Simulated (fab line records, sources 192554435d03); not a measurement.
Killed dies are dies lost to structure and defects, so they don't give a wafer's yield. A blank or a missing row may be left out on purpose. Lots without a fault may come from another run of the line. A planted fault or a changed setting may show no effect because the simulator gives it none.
Chamber matching | flow n5_finfet | N5_BEOL_M11_DESCUM_16 on rie_diel-01: 3 sister chambers
The step chemistry O2, time 7.9 s. 14 wafers are shown with their chamber, then 6 later ones without.

WAFERS WITH THEIR CHAMBER
wafer  | chamber | showerhead_plenum_p_Torr (Torr) | drypump_motor_current_A (A) | oes_product_au (a.u.)
L077.2 | 1       | 2.23                            | 5.9                         | 0.86
L077.3 | 3       | 2.09                            | 6.3                         | 0.73
L077.5 | 0       | 2.10                            | 5.8                         | 0.89
L083.1 | 1       | 2.23                            | 5.9                         | 0.84
L083.5 | 3       | 2.09                            | 6.2                         | 0.72
L083.6 | 0       | 2.10                            | 5.8                         | 0.87
L087.2 | 1       | 2.23                            | 5.9                         | 0.82
L087.4 | 1       | 2.23                            | 5.9                         | 0.83
L087.5 | 0       | 2.10                            | 5.8                         | 0.86
L088.3 | 1       | 2.23                            | 5.9                         | 0.83
L088.4 | 0       | 2.10                            | 5.8                         | 0.86
L088.5 | 3       | 2.08                            | 6.3                         | 0.72
L089.1 | 1       | 2.23                            | 5.9                         | 0.82
L089.2 | 0       | 2.10                            | 5.8                         | 0.85

SIGNATURES (means of the wafers above)
reading                  | chamber 0 | chamber 1 | chamber 3 | scatter within a chamber
showerhead_plenum_p_Torr | 2.1000    | 2.2300    | 2.0867    | 0.00246
drypump_motor_current_A  | 5.800     | 5.900     | 6.267     | 0.0246
oes_product_au           | 0.8660    | 0.8333    | 0.7233    | 0.0139
Rule: a wafer's distance from a chamber is the root of the sum, over the readings, of the square of ((its reading less the chamber's mean) divided by the reading's scatter). The wafer belongs to the nearest chamber; if the next one is less than 2 further off, it can't be placed. The scatter: the root of (the sum of the squares of (reading less its chamber's mean) over the shown wafers, divided by (wafers less chambers)).

WAFERS WITHOUT THEIR CHAMBER
wafer  | showerhead_plenum_p_Torr (Torr) | drypump_motor_current_A (A) | oes_product_au (a.u.)
L089.6 | 2.23                            | 5.9                         | 0.81
L092.1 | 2.09                            | 5.8                         | 0.85
L092.2 | 2.08                            | 6.3                         | 0.71
L092.5 | 2.09                            | 5.8                         | 0.84
L097.1 | 2.22                            | 5.9                         | 0.81
L097.5 | 2.07                            | 6.3                         | 0.70

WHICH CHAMBER EACH WENT THROUGH
wafer  | from the rows above | in truth
L089.6 | 1                   | 1
L092.1 | 0                   | 0
L092.2 | 3                   | 3
L092.5 | 0                   | 0
L097.1 | 1                   | 1
L097.5 | 3                   | 3
Placed correctly: 6 of 6. Can't be placed from these rows: 0. Placed wrongly: 0.
